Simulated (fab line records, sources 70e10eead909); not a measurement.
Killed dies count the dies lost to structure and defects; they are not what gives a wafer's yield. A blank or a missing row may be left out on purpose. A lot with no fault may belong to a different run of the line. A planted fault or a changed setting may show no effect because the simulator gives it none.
Chamber matching	flow nandHarc	NHARC_A_STAIRCASE_ALD_415 on aldHk-04 has 4 sister chambers
The step deposits SiO2, target thk 30 nm, pulse time 6 s, ald cycles 300. 18 wafers are shown with their chamber, then 9 later ones without.

## EACH WAFER AND ITS CHAMBER
wafer	chamber	heaterPowerW (W)	precursorPulseHeightRel	susceptorTempC (C)
L074.1	1	420	1.007	299.87
L074.2	3	499	0.985	299.99
L074.3	0	508	1.005	300.09
L075.1	1	423	1.010	300.35
L075.2	0	496	1.007	300.00
L075.4	3	510	0.984	300.08
L078.1	3	510	1.014	300.26
L078.4	1	416	0.978	300.01
L078.5	3	501	1.006	299.83
L080.1	1	423	0.990	299.63
L080.2	3	533	0.991	299.70
L080.4	2	452	1.004	300.00
L082.2	3	527	0.980	299.75
L082.5	1	411	1.004	299.89
L082.6	2	460	1.020	299.93
L084.2	0	492	0.999	300.22
L084.4	3	529	1.020	300.22
L084.6	1	423	1.000	299.85

SIGNATURES (means of the wafers above)
reading	chamber 0	chamber 1	chamber 2	chamber 3	scatter within a chamber
heaterPowerW	498.67	419.33	456.00	515.57	10.2
precursorPulseHeightRel	1.00367	0.99817	1.01200	0.99714	0.0132
susceptorTempC	300.1033	299.9333	299.9650	299.9757	0.209
Rule: a wafer's distance from a chamber is the root of the sum, over the readings, of the square of ((its reading less the chamber's mean) divided by the reading's scatter). If the next closest chamber is less than 2 further off than the closest, the wafer can't be placed; otherwise it belongs to the closest. The scatter: the root of (the sum of the squares of (reading less its chamber's mean) over the shown wafers, divided by (wafers less chambers)).

## WAFERS WHOSE CHAMBER IS MISSING
wafer	heaterPowerW (W)	precursorPulseHeightRel	susceptorTempC (C)
L088.2	472	0.991	300.13
L088.3	489	0.972	300.07
L088.6	496	1.008	300.14
L090.2	479	1.004	299.84
L090.3	529	0.993	300.08
L090.6	471	1.038	300.10
L091.1	424	1.046	299.92
L091.3	465	1.016	300.13
L091.4	508	0.997	300.14

## WHICH CHAMBER EACH ONE RAN IN
wafer	from the rows above	in truth
L088.2	can't be placed: 2 or 0 or 3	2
L088.3	can't be placed: 0 or 3 or 2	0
L088.6	can't be placed: 0 or 3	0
L090.2	can't be placed: 0 or 2 or 3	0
L090.3	can't be placed: 3 or 0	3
L090.6	can't be placed: 2 or 0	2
L091.1	can't be placed: 1 or 2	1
L091.3	2	2
L091.4	can't be placed: 0 or 3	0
Correct placement for 1 of the 9. These rows do not allow placing 8 (true chamber among the candidates in 8). Placed wrongly: 0.
